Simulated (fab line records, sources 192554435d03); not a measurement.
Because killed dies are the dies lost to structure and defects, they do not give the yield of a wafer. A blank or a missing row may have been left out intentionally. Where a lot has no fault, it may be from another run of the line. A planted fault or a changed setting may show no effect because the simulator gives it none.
fab line records	flow n5Finfet
record lots=24	wafers=72	lastDay=19
route steps=1938 shown ZERO_LAYER@14 WELL_APT@50 PMOS_HMC_CHANNEL_EPI@81 FIN_SAQP@94
lots untouched by any fault: they come from a run of this same line in which no faults occurred
startH: hours from the record's opening day to when the first of the lot's shown wafers began	waitH: hours since the lot's step before	" unchanged from the row above	L1.1+2: several wafers, shown together as one row	- no value, or no start was given	* or withheld: withheld	< > ~ a bound
route shown NAME@n: a module of which the file shows steps, and the number in the route of the first	usual: mean/standard deviation of fault-free wafers	same: alike in all rows	chamber/n: place in a boat	sites: the reading at each site	_std_site: their standard deviation	_edge_site: inner sites' mean taken away from outer sites' mean	radiusMm: how far each site lies from the wafer's centre	mask NAME#n: copy n	behind: tool/chamber where the wafer was last shaped	hold: why the lot went on hold/how many hours it stayed there/how the hold came to an end	device: transistor that didn't switch, given as n, p or np	end of line: the tests these same wafers got at the end of their route	a step with no rows: only its recipe	killed: count of dies lost to structure and defects at first sort (not the wafer's yield)	map: a wafer's dies, x killed, . not, _ none there
set.NAME: the setting the step ran with; set.NAME@STEP: the setting that earlier step ran with	model.NAME: the simulator's own value behind a step, which no gauge read
steps of the route over a sample of lots; a table a step, a row a wafer
services: when a tool's chamber went out of use (startH, in hours from the record's first day, below 0 if earlier), for how many hours, and the reason
## steps
# step N5_ZERO_LAYER_DESCUM_16
# recipe chemistry=O2	timeS=7.9	sourcePowerW=50	biasPowerW=20	pressureMtorr=20	rfFrequencyHz=2.712e+07	tempC=40	o2FlowSccm=225
# usual drypumpMotorCurrentA=5.83/0.24	oesProductAu=0.78/0.098	rfVppV=243.4/1.3	showerheadPlenumPTorr=2.12/0.054	tempC=40.00/0.12	throttleValvePct=20.5/0.33
lot.wafer	tool	chamber	startH	waitH	drypumpMotorCurrentA	oesProductAu	rfHoursCounterH	rfVppV	showerheadPlenumPTorr	tempC	throttleValvePct
L074.1	rieDiel-06	0	12.70	0.0	5.84	0.71	227	243.3	2.08	40.28	20.7
L074.4	"	1	"	"	5.74	0.73	166	245.2	2.20	40.01	20.7
L074.6	"	3	"	"	5.88	0.71	-	242.4	2.07	40.03	21.0
L075.2	rieDiel-02	3	18.68	0.0	5.81	0.72	183	244.4	2.16	39.82	20.5
L075.3	"	2	"	"	5.45	0.76	139	246.5	2.18	39.86	20.5
L075.5	"	3	"	"	5.84	0.73	-	243.9	2.16	39.87	20.5
L076.1	rieDiel-06	1	24.84	0.0	5.74	0.73	169	243.5	2.19	40.00	20.7
L076.2	"	0	"	"	5.87	0.70	229	243.5	2.08	40.04	20.7
L076.4	"	2	"	"	6.00	0.77	120	241.9	2.09	40.15	20.2
L077.3	rieDiel-06	0	30.88	0.1	5.87	0.71	231	242.4	2.08	39.93	20.7
L077.5	"	1	"	"	5.73	0.73	-	243.5	2.19	40.14	20.7
L077.6	"	2	"	"	6.02	0.77	-	242.7	2.09	39.99	20.2
L078.1	rieDiel-06	0	36.70	0.0	5.88	0.70	233	243.3	2.08	40.02	20.7
L078.5	"	2	"	"	6.00	0.76	-	243.0	2.09	39.98	20.2
L078.6	"	3	"	"	5.90	0.69	-	242.0	2.07	39.79	21.0
L079.4	rieDiel-01	3	42.83	0.1	5.55	0.75	-	242.4	2.11	40.01	20.2
L079.5	"	2	"	"	5.63	0.67	-	242.8	2.08	39.92	20.8
L079.6	"	1	"	"	6.20	0.77	-	244.2	2.20	40.03	21.0
L080.1	rieDiel-06	3	48.72	0.1	5.87	0.69	218	244.4	2.07	40.09	21.0
L080.3	"	1	"	"	5.72	0.72	175	245.1	2.19	40.04	20.7
L080.6	"	1	"	"	5.74	0.72	-	243.3	2.19	40.23	20.7
L081.2	rieDiel-02	2	54.81	0.0	5.45	0.75	152	244.7	2.17	40.09	20.5
L081.4	"	1	"	"	6.32	0.78	125	244.9	2.18	39.99	20.2
L081.5	"	1	"	"	6.34	0.78	-	244.4	2.18	39.86	20.2
L082.1	rieDiel-01	0	60.68	0.0	5.69	1.03	1	243.2	2.12	39.69	19.9
L082.2	"	3	"	"	5.56	0.75	148	243.2	2.11	40.05	20.2
L082.4	"	3	"	"	5.56	0.75	-	243.3	2.11	40.22	20.2
L083.1	rieDiel-01	1	66.81	0.0	6.25	0.78	145	244.7	2.20	40.02	21.0
L083.3	"	3	"	"	5.57	0.75	150	243.0	2.11	40.01	20.3
L083.5	"	0	"	"	5.69	1.02	-	243.0	2.12	39.87	19.9
L084.4	rieDiel-01	0	72.84	0.1	5.68	1.01	-	244.0	2.12	40.26	19.8
L084.5	"	3	"	"	5.56	0.75	-	242.9	2.10	40.16	20.3
L084.6	"	1	"	"	6.25	0.77	-	243.0	2.20	39.93	21.0
L085.2	rieDiel-01	1	78.86	0.2	6.17	0.76	150	245.3	2.20	40.14	21.0
L085.5	"	2	"	"	5.62	1.04	-	242.2	2.07	40.00	20.4
L085.6	"	3	"	"	5.57	0.74	-	244.2	2.10	39.86	20.3
L086.2	rieDiel-01	0	84.82	0.0	5.65	0.97	11	242.2	2.11	40.08	19.9
L086.5	"	2	"	"	5.60	1.00	-	242.4	2.07	39.96	20.5
L086.6	"	3	"	"	5.55	0.73	-	243.4	2.10	39.98	20.3
L087.4	rieDiel-02	3	90.70	0.0	5.81	0.73	207	243.5	2.15	39.86	20.6
L087.5	"	1	"	"	6.33	0.78	-	246.0	2.17	40.07	20.2
L087.6	"	0	"	"	5.86	0.74	-	243.5	2.02	39.79	20.6
L088.1	rieDiel-06	1	97.04	0.3	5.73	0.71	191	243.8	2.19	39.95	20.7
L088.2	"	2	"	"	6.02	0.75	142	242.1	2.08	40.04	20.3
L088.4	"	2	"	"	6.00	0.75	-	243.0	2.08	39.98	20.3
L089.1	rieDiel-06	2	102.80	0.0	5.99	0.75	145	243.4	2.08	40.18	20.2
L089.5	"	2	"	"	6.01	0.74	-	242.8	2.08	40.17	20.2
L089.6	"	3	"	"	5.88	0.68	-	241.3	2.07	40.00	21.0
L090.1	rieDiel-01	0	108.87	0.0	5.63	0.95	20	242.4	2.11	39.89	19.9
L090.4	"	2	"	"	5.64	0.97	-	243.2	2.07	39.85	20.5
L090.6	"	0	"	"	5.68	0.95	-	245.1	2.11	39.87	19.9
L091.2	rieDiel-02	2	114.70	0.0	5.46	0.73	170	243.5	2.17	39.94	20.5
L091.3	"	3	"	"	5.81	0.72	215	244.9	2.14	40.17	20.6
L091.6	"	0	"	"	5.84	0.73	-	241.6	2.02	39.92	20.6
L092.1	rieDiel-02	2	120.80	0.0	5.45	0.73	172	245.3	2.17	40.02	20.5
L092.2	"	1	"	"	6.33	0.77	146	244.2	2.17	39.87	20.2
L092.3	"	3	"	"	5.83	0.71	216	244.1	2.14	40.15	20.6
L093.2	rieDiel-06	1	126.82	0.0	5.71	0.70	197	244.5	2.18	39.97	20.7
L093.3	"	0	"	"	5.87	0.95	4	242.1	2.07	39.88	20.3
L093.4	"	2	"	"	6.04	0.74	153	242.6	2.08	40.13	20.2
L094.2	rieDiel-06	0	132.80	0.0	5.87	0.95	6	242.6	2.07	40.02	20.3
L094.3	"	1	"	"	5.73	0.71	200	244.7	2.18	40.01	20.7
L094.4	"	3	"	"	5.90	0.68	246	241.2	2.06	40.23	21.0
L095.1	rieDiel-01	2	138.86	0.0	5.62	0.95	22	241.2	2.07	39.87	20.5
L095.4	"	0	"	"	5.66	0.93	29	245.5	2.11	40.00	19.9
L095.5	"	2	"	"	5.63	0.94	-	243.9	2.07	40.08	20.5
L096.1	rieDiel-01	2	144.82	0.0	5.62	0.93	24	242.0	2.07	39.84	20.5
L096.2	"	1	"	"	6.20	0.75	168	245.2	2.19	39.87	21.0
L096.4	"	3	"	"	5.56	0.72	179	243.0	2.10	39.99	20.3
L097.3	rieDiel-02	3	150.85	0.1	5.84	0.71	224	244.7	2.14	39.75	20.6
L097.4	"	2	"	"	5.44	0.72	183	246.5	2.16	39.88	20.5
L097.5	"	3	"	"	5.84	0.70	-	244.5	2.14	39.95	20.6
# step N5_ZERO_LAYER_INSPECT_20
# recipe inspectInstrument=darkfield	mode=postClean
# usual rawDefectCount=31/11
lot.wafer	tool	chamber	startH	waitH	rawDefectCount
L074.1	defectInspect-02	-	13.29	0.0	39
L074.4	"	-	"	"	27
L074.6	"	-	"	"	31
L075.2	defectInspect-01	-	19.28	0.0	28
L075.3	"	-	"	"	32
L075.5	"	-	"	"	24
L076.1	defectInspect-01	-	25.41	0.0	55
L076.2	"	-	"	"	33
L076.4	"	-	"	"	37
L077.3	defectInspect-01	-	31.51	0.0	31
L077.5	"	-	"	"	14
L077.6	"	-	"	"	30
L078.1	defectInspect-01	-	37.32	0.0	26
L078.5	"	-	"	"	40
L078.6	"	-	"	"	23
L079.4	defectInspect-02	-	43.41	0.0	40
L079.5	"	-	"	"	22
L079.6	"	-	"	"	43
L080.1	defectInspect-02	-	49.29	0.0	24
L080.3	"	-	"	"	14
L080.6	"	-	"	"	21
L081.2	defectInspect-01	-	55.39	0.0	17
L081.4	"	-	"	"	20
L081.5	"	-	"	"	42
L082.1	defectInspect-02	-	61.25	0.0	38
L082.2	"	-	"	"	31
L082.4	"	-	"	"	31
L083.1	defectInspect-01	-	67.40	0.0	35
L083.3	"	-	"	"	50
L083.5	"	-	"	"	35
L084.4	defectInspect-01	-	73.42	0.0	43
L084.5	"	-	"	"	24
L084.6	"	-	"	"	14
L085.2	defectInspect-01	-	79.44	0.0	20
L085.5	"	-	"	"	25
L085.6	"	-	"	"	41
L086.2	defectInspect-02	-	85.40	0.0	24
L086.5	"	-	"	"	45
L086.6	"	-	"	"	17
L087.4	defectInspect-02	-	91.27	0.0	18
L087.5	"	-	"	"	26
L087.6	"	-	"	"	29
L088.1	defectInspect-01	-	97.62	0.0	30
L088.2	"	-	"	"	42
L088.4	"	-	"	"	36
L089.1	defectInspect-01	-	103.38	0.0	16
L089.5	"	-	"	"	28
L089.6	"	-	"	"	28
L090.1	defectInspect-02	-	109.51	0.0	18
L090.4	"	-	"	"	30
L090.6	"	-	"	"	49
L091.2	defectInspect-01	-	115.28	0.0	30
L091.3	"	-	"	"	25
L091.6	"	-	"	"	28
L092.1	defectInspect-01	-	121.38	0.0	28
L092.2	"	-	"	"	33
L092.3	"	-	"	"	33
L093.2	defectInspect-01	-	127.40	0.0	13
L093.3	"	-	"	"	26
L093.4	"	-	"	"	32
L094.2	defectInspect-01	-	133.38	0.0	37
L094.3	"	-	"	"	35
L094.4	"	-	"	"	47
L095.1	defectInspect-02	-	139.43	0.0	16
L095.4	"	-	"	"	52
L095.5	"	-	"	"	25
L096.1	defectInspect-01	-	145.39	0.0	27
L096.2	"	-	"	"	45
L096.4	"	-	"	"	37
L097.3	defectInspect-02	-	151.43	0.0	33
L097.4	"	-	"	"	30
L097.5	"	-	"	"	49
# step N5_WELL_APT_RTA_34
# recipe tempC=1000	timeS=10	ambient=N2	idleTempC=600	rampUpCPerS=150	rampDownCPerS=60	coolToC=600
# usual lampPowerPct=13.00/0.054	lamp_zone_7_pct=13.42/0.034	wafer_temp_C_max=1003.5/1
lot.wafer	tool	chamber	startH	waitH	lampPowerPct	lamp_zone_7_pct	wafer_temp_C_max
L074.1	rtpAnneal-02	0	15.56	0.0	12.92	13.46	1003.2
L074.4	"	0	"	"	12.92	13.40	1003.4
L074.6	"	0	"	"	12.99	13.42	1003.8
L075.2	rtpAnneal-02	0	21.74	0.0	12.99	13.38	1003.9
L075.3	"	0	"	"	13.00	13.39	1002.9
L075.5	"	0	"	"	12.92	13.39	1004.1
L076.1	rtpAnneal-01	0	27.87	0.0	13.04	13.41	1003.8
L076.2	"	0	"	"	13.02	13.39	1004.5
L076.4	"	0	"	"	12.93	13.38	1001.7
L077.3	rtpAnneal-02	0	34.69	0.1	12.98	13.39	1003.4
L077.5	"	0	"	"	12.95	13.48	1003.1
L077.6	"	0	"	"	12.91	13.44	1003.4
L078.1	rtpAnneal-02	0	39.68	0.1	13.04	13.39	1003.4
L078.5	"	0	"	"	12.95	13.45	1002.7
L078.6	"	0	"	"	13.13	13.41	1003.0
L079.4	rtpAnneal-02	0	45.89	0.1	13.01	13.44	1001.9
L079.5	"	0	"	"	12.91	13.43	1004.1
L079.6	"	0	"	"	13.00	13.41	1003.9
L080.1	rtpAnneal-01	0	51.77	0.1	12.93	13.37	1004.6
L080.3	"	0	"	"	13.00	13.44	1003.4
L080.6	"	0	"	"	13.07	13.45	1004.1
L081.2	rtpAnneal-02	0	57.96	0.0	12.96	13.43	1003.7
L081.4	"	0	"	"	13.06	13.38	1003.7
L081.5	"	0	"	"	13.10	13.38	1004.2
L082.1	rtpAnneal-02	0	63.90	0.0	13.12	13.39	1003.7
L082.2	"	0	"	"	13.00	13.44	1003.9
L082.4	"	0	"	"	13.00	13.37	1003.7
L083.1	rtpAnneal-02	0	69.87	0.1	13.03	13.44	1002.2
L083.3	"	0	"	"	13.03	13.40	1004.9
L083.5	"	0	"	"	13.00	13.41	1004.7
L084.4	rtpAnneal-02	0	75.97	0.1	13.03	13.44	1003.2
L084.5	"	0	"	"	12.99	13.50	1002.9
L084.6	"	0	"	"	12.95	13.45	1001.1
L085.2	rtpAnneal-01	0	82.06	0.2	13.02	13.41	1003.1
L085.5	"	0	"	"	13.01	13.41	1002.6
L085.6	"	0	"	"	13.01	13.40	1002.5
L086.2	rtpAnneal-02	0	87.72	0.0	13.00	13.39	1004.6
L086.5	"	0	"	"	13.03	13.36	1003.2
L086.6	"	0	"	"	13.10	13.42	1002.8
L087.4	rtpAnneal-02	0	94.17	0.2	12.93	13.44	1002.6
L087.5	"	0	"	"	13.04	13.47	1002.2
L087.6	"	0	"	"	13.06	13.49	1001.9
L088.1	rtpAnneal-01	0	100.02	0.0	13.00	13.42	1004.9
L088.2	"	0	"	"	13.01	13.41	1004.8
L088.4	"	0	"	"	13.09	13.46	1002.8
L089.1	rtpAnneal-01	0	105.76	0.0	12.97	13.38	1003.9
L089.5	"	0	"	"	13.09	13.50	1003.9
L089.6	"	0	"	"	13.00	13.47	1002.6
L090.1	rtpAnneal-01	0	111.87	0.1	12.96	13.41	1005.0
L090.4	"	0	"	"	13.09	13.40	1002.4
L090.6	"	0	"	"	12.89	13.53	1002.4
L091.2	rtpAnneal-01	0	117.81	0.0	12.98	13.37	1002.8
L091.3	"	0	"	"	12.98	13.46	1003.4
L091.6	"	0	"	"	13.01	13.48	1003.8
L092.1	rtpAnneal-02	0	123.96	0.1	13.02	13.42	1005.3
L092.2	"	0	"	"	12.96	13.43	1003.5
L092.3	"	0	"	"	12.97	13.39	1003.7
L093.2	rtpAnneal-02	0	130.01	0.1	13.04	13.47	1005.5
L093.3	"	0	"	"	12.96	13.47	1004.6
L093.4	"	0	"	"	12.95	13.42	1003.9
L094.2	rtpAnneal-01	0	135.83	0.1	13.01	13.41	1002.4
L094.3	"	0	"	"	13.00	13.41	1003.5
L094.4	"	0	"	"	13.04	13.42	1003.6
L095.1	rtpAnneal-01	0	141.92	0.1	13.02	13.43	1001.9
L095.4	"	0	"	"	13.01	13.43	1003.8
L095.5	"	0	"	"	13.06	13.45	1003.2
L096.1	rtpAnneal-01	0	147.69	0.0	13.06	13.41	1004.3
L096.2	"	0	"	"	12.98	13.45	1002.8
L096.4	"	0	"	"	13.03	13.35	1003.1
L097.3	rtpAnneal-01	0	154.45	0.1	12.92	13.37	1005.8
L097.4	"	0	"	"	13.05	13.39	1004.3
L097.5	"	0	"	"	12.97	13.39	1004.0
# step N5_PMOS_HMC_CHANNEL_EPI_CMP_21
# recipe material=SiGe30	postCmpClean=alkalineBrush	targetThkNm=54
# usual motorCurrentA=12.0/1.6	padLifeWafers=981/580
lot.wafer	tool	chamber	startH	waitH	motorCurrentA	padLifeWafers
L074.4	cmp-01	0	20.09	0.1	11.6	595
L074.1	"	2	"	"	13.0	597
L074.6	"	3	"	"	12.4	-
L075.2	cmp-04	1	25.15	0.1	11.0	1741
L075.3	"	2	"	"	11.8	1742
L075.5	"	0	"	"	10.2	-
L076.4	cmp-04	0	31.91	0.4	10.4	1824
L076.2	"	2	"	"	11.3	1826
L076.1	"	3	"	"	9.8	1827
L077.3	cmp-04	2	38.58	0.5	11.7	1935
L077.5	"	3	"	"	9.7	-
L077.6	"	0	"	"	9.6	-
L078.1	cmp-04	1	43.71	0.3	11.6	1976
L078.6	"	3	"	"	9.6	-
L078.5	"	0	"	"	10.6	-
L079.4	cmp-04	0	49.64	0.1	10.7	2047
L079.5	"	3	"	"	9.9	-
L079.6	"	0	"	"	10.4	-
L080.1	cmp-01	1	55.58	0.2	9.8	1016
L080.3	"	2	"	"	13.2	1017
L080.6	"	3	"	"	12.5	-
L081.4	cmp-01	2	61.34	0.0	13.4	1056
L081.2	"	1	"	"	10.3	1059
L081.5	"	3	"	"	12.3	-
L082.4	cmp-02	0	67.31	0.0	14.3	174
L082.1	"	1	"	"	11.4	175
L082.2	"	2	"	"	12.9	176
L083.3	cmp-02	1	73.26	0.0	11.6	228
L083.1	"	0	"	"	13.6	231
L083.5	"	1	"	"	11.5	-
L084.4	cmp-01	0	79.37	0.1	12.0	1190
L084.6	"	2	"	"	12.6	-
L084.5	"	3	"	"	11.9	-
L085.2	cmp-04	3	86.20	0.1	9.7	223
L085.5	"	2	"	"	11.4	-
L085.6	"	3	"	"	9.7	-
L086.2	cmp-01	0	91.17	0.1	11.5	1292
L086.6	"	2	"	"	12.8	-
L086.5	"	3	"	"	12.2	-
L087.4	cmp-02	0	97.62	0.1	14.1	429
L087.5	"	1	"	"	10.9	-
L087.6	"	2	"	"	13.0	-
L088.2	cmp-04	3	103.46	0.0	9.2	366
L088.4	"	1	"	"	11.5	368
L088.1	"	2	"	"	11.0	369
L089.1	cmp-01	1	109.14	0.0	9.9	1440
L089.6	"	1	"	"	10.3	-
L089.5	"	2	"	"	12.2	-
L090.1	cmp-04	3	115.54	0.1	9.3	464
L090.4	"	0	"	"	10.5	465
L090.6	"	2	"	"	11.3	-
L091.2	cmp-02	0	121.74	0.2	12.8	636
L091.3	"	3	"	"	14.6	639
L091.6	"	1	"	"	11.8	-
L092.1	cmp-04	1	127.32	0.0	11.2	582
L092.2	"	2	"	"	11.8	583
L092.3	"	0	"	"	9.8	585
L093.4	cmp-02	1	134.27	0.2	12.1	768
L093.2	"	3	"	"	16.1	770
L093.3	"	0	"	"	13.3	771
L094.2	cmp-02	0	139.10	0.1	14.4	811
L094.4	"	1	"	"	12.1	812
L094.3	"	2	"	"	13.1	813
L095.1	cmp-02	0	145.76	0.1	13.8	865
L095.4	"	2	"	"	12.8	867
L095.5	"	3	"	"	14.6	-
L096.4	cmp-02	3	151.38	0.0	16.3	918
L096.2	"	0	"	"	12.9	919
L096.1	"	2	"	"	12.9	921
L097.3	cmp-02	2	158.46	0.1	13.0	962
L097.4	"	3	"	"	14.7	963
L097.5	"	0	"	"	13.8	-
# step N5_FIN_SAQP_ALD_61
# recipe material=SiO2	targetThkA=40	tempC=300	aldPrecursorFamily=BDEAS	aldCoReactant=O2-plasma	pulseTimeS=1	purgeTimeS=2	coReactantPurgeTimeS=2	aldCycles=43	pressureTorr=2
# usual heaterPowerW=486/38	precursorPulseHeightRel=1.002/0.019	susceptorTempC=299.98/0.18
lot.wafer	tool	chamber	startH	waitH	heaterPowerW	precursorPulseHeightRel	susceptorTempC
L074.1	aldSin-02	1	20.96	0.0	510	0.999	299.71
L074.4	"	2	"	"	464	0.994	299.73
L074.6	"	2	"	"	466	1.017	299.79
L075.2	aldSin-01	0	26.53	0.5	433	0.994	299.64
L075.3	"	1	"	"	493	1.016	300.11
L075.5	"	0	"	"	432	0.984	299.73
L076.1	aldSin-02	1	32.82	0.0	513	1.008	299.72
L076.2	"	2	"	"	458	1.021	300.15
L076.4	"	0	"	"	442	1.020	300.24
L077.3	aldSin-02	0	39.70	0.3	441	1.013	300.01
L077.5	"	1	"	"	519	1.004	299.96
L077.6	"	2	"	"	482	1.009	299.94
L078.1	aldSin-02	2	44.54	0.0	477	1.022	299.95
L078.5	"	1	"	"	513	1.027	300.21
L078.6	"	0	"	"	424	1.002	300.07
L079.4	aldSin-04	3	50.84	0.3	541	0.997	300.11
L079.5	"	1	"	"	484	0.985	299.91
L079.6	"	2	"	"	539	1.012	299.89
L080.1	aldSin-04	2	56.41	0.0	531	0.973	299.79
L080.3	"	1	"	"	503	1.005	300.21
L080.6	"	0	"	"	512	1.016	299.90
L081.2	aldSin-01	1	62.24	0.0	483	0.981	299.95
L081.4	"	1	"	"	488	0.994	299.89
L081.5	"	2	"	"	443	0.958	299.73
L082.1	aldSin-01	1	68.64	0.5	479	1.028	300.10
L082.2	"	0	"	"	424	1.001	300.05
L082.4	"	1	"	"	489	1.032	300.00
L083.1	aldSin-04	3	74.16	0.0	553	1.031	299.89
L083.3	"	2	"	"	535	0.985	299.94
L083.5	"	0	"	"	521	1.005	300.12
L084.4	aldSin-02	2	80.83	0.7	473	0.994	300.19
L084.5	"	2	"	"	463	1.008	300.35
L084.6	"	3	"	"	480	1.022	300.02
L085.2	aldSin-04	2	87.06	0.0	530	0.983	299.81
L085.5	"	3	"	"	541	0.998	299.96
L085.6	"	2	"	"	517	1.005	299.89
L086.2	aldSin-04	1	93.18	1.1	492	1.016	300.11
L086.5	"	2	"	"	516	1.024	299.98
L086.6	"	0	"	"	501	0.988	299.80
L087.4	aldSin-01	1	98.48	0.1	502	0.995	300.09
L087.5	"	2	"	"	452	0.994	299.84
L087.6	"	0	"	"	435	1.005	299.78
L088.1	aldSin-02	0	104.35	0.0	433	0.955	299.86
L088.2	"	2	"	"	455	0.978	300.04
L088.4	"	3	"	"	468	1.004	300.03
L089.1	aldSin-04	1	110.10	0.1	488	0.987	300.05
L089.5	"	3	"	"	545	0.951	299.94
L089.6	"	0	"	"	509	0.998	300.25
L090.1	aldSin-01	0	118.43	2.0	427	1.005	300.11
L090.4	"	2	"	"	454	0.993	300.03
L090.6	"	1	"	"	497	1.004	300.19
L091.2	aldSin-04	0	123.85	1.2	512	0.987	299.91
L091.3	"	1	"	"	502	1.026	299.75
L091.6	"	3	"	"	552	0.995	300.06
L092.1	aldSin-04	1	128.23	0.0	495	1.008	300.18
L092.2	"	0	"	"	514	0.981	299.95
L092.3	"	3	"	"	547	1.003	300.12
L093.2	aldSin-01	0	135.43	0.3	432	0.991	300.31
L093.3	"	2	"	"	453	1.015	299.87
L093.4	"	2	"	"	452	0.984	299.94
L094.2	aldSin-02	1	140.07	0.0	511	1.036	299.89
L094.3	"	3	"	"	468	0.986	300.14
L094.4	"	2	"	"	469	1.005	300.08
L095.1	aldSin-01	0	146.63	0.0	440	0.994	300.20
L095.4	"	0	"	"	437	1.009	300.01
L095.5	"	2	"	"	457	1.036	300.02
L096.1	aldSin-02	1	152.57	0.0	518	1.005	300.12
L096.2	"	0	"	"	455	1.020	299.91
L096.4	"	2	"	"	466	0.971	300.04
L097.3	aldSin-04	0	159.52	0.0	518	1.004	300.02
L097.4	"	3	"	"	546	0.999	299.66
L097.5	"	1	"	"	478	0.996	300.04
# step N5_FIN_SAQP_THK_MEAS_05
# usual thkNm=37.7/0.52
lot.wafer	tool	chamber	startH	waitH	thkNm
L074.1	filmMetro-02	-	21.49	0.1	37.8
L074.4	"	-	"	"	38.2
L074.6	"	-	"	"	38.1
L075.2	filmMetro-02	-	27.23	0.1	37.6
L075.3	"	-	"	"	37.4
L075.5	"	-	"	"	37.9
L076.1	filmMetro-01	-	33.34	0.1	36.9
L076.2	"	-	"	"	37.2
L076.4	"	-	"	"	38.2
L077.3	filmMetro-01	-	40.22	0.1	37.5
L077.5	"	-	"	"	38.5
L077.6	"	-	"	"	38.8
L078.1	filmMetro-01	-	45.14	0.1	37.7
L078.5	"	-	"	"	37.8
L078.6	"	-	"	"	37.4
L079.4	filmMetro-02	-	51.34	0.0	37.9
L079.5	"	-	"	"	38.2
L079.6	"	-	"	"	38.5
L080.1	filmMetro-01	-	56.91	0.1	37.1
L080.3	"	-	"	"	37.7
L080.6	"	-	"	"	38.3
L081.2	filmMetro-02	-	62.77	0.1	37.4
L081.4	"	-	"	"	38.4
L081.5	"	-	"	"	38.0
L082.1	filmMetro-02	-	69.14	0.1	37.3
L082.2	"	-	"	"	37.0
L082.4	"	-	"	"	37.3
L083.1	filmMetro-01	-	74.66	0.1	37.1
L083.3	"	-	"	"	37.4
L083.5	"	-	"	"	37.5
L084.4	filmMetro-02	-	81.34	0.0	38.3
L084.5	"	-	"	"	37.5
L084.6	"	-	"	"	37.9
L085.2	filmMetro-01	-	87.57	0.1	37.8
L085.5	"	-	"	"	38.2
L085.6	"	-	"	"	37.7
L086.2	filmMetro-02	-	93.70	0.1	37.5
L086.5	"	-	"	"	38.1
L086.6	"	-	"	"	38.3
L087.4	filmMetro-01	-	98.95	0.0	38.3
L087.5	"	-	"	"	38.4
L087.6	"	-	"	"	38.4
L088.1	filmMetro-02	-	104.86	0.1	37.3
L088.2	"	-	"	"	37.1
L088.4	"	-	"	"	38.2
L089.1	filmMetro-02	-	110.60	0.1	37.5
L089.5	"	-	"	"	38.2
L089.6	"	-	"	"	37.5
L090.1	filmMetro-01	-	118.96	0.1	37.9
L090.4	"	-	"	"	38.7
L090.6	"	-	"	"	38.0
L091.2	filmMetro-01	-	124.39	0.1	37.5
L091.3	"	-	"	"	37.2
L091.6	"	-	"	"	38.5
L092.1	filmMetro-02	-	128.75	0.1	36.9
L092.2	"	-	"	"	38.1
L092.3	"	-	"	"	37.5
L093.2	filmMetro-02	-	135.93	0.1	36.6
L093.3	"	-	"	"	37.2
L093.4	"	-	"	"	38.1
L094.2	filmMetro-02	-	140.58	0.1	37.4
L094.3	"	-	"	"	37.5
L094.4	"	-	"	"	37.2
L095.1	filmMetro-01	-	147.33	0.1	37.1
L095.4	"	-	"	"	37.6
L095.5	"	-	"	"	37.4
L096.1	filmMetro-01	-	153.10	0.1	37.1
L096.2	"	-	"	"	36.8
L096.4	"	-	"	"	37.8
L097.3	filmMetro-01	-	160.06	0.1	37.0
L097.4	"	-	"	"	37.7
L097.5	"	-	"	"	37.2
## services
tool	chamber	startH	hours	kind
aldSin-04	-	-5.91	14.0	pm
cmp-02	-	0.81	1.8	repair
aldSin-01	1	5.01	2.1	repair
rieDiel-01	0	7.84	1.2	repair
cmp-02	-	17.37	4.7	pm
rieDiel-01	1	18.74	15.5	repair
cmp-02	-	25.14	0.2	repair
cmp-02	-	29.69	12.7	repair
cmp-02	-	42.44	4.0	pm
rieDiel-06	-	45.53	2.8	pm
aldSin-01	1	53.47	5.8	repair
cmp-04	-	54.31	4.0	pm
aldSin-04	1	63.54	2.9	repair
aldSin-04	2	64.22	4.0	repair
aldSin-02	1	65.88	6.1	repair
rieDiel-06	0	73.05	1.6	repair
cmp-04	-	77.34	0.3	repair
rieDiel-01	1	80.56	2.8	repair
rieDiel-06	3	89.40	2.9	repair
rieDiel-01	1	108.62	3.8	repair
rieDiel-06	1	109.79	12.2	repair
cmp-04	-	132.61	6.9	pm
cmp-04	-	144.08	2.5	repair
aldSin-04	2	159.43	13.7	repair
## key
fault none
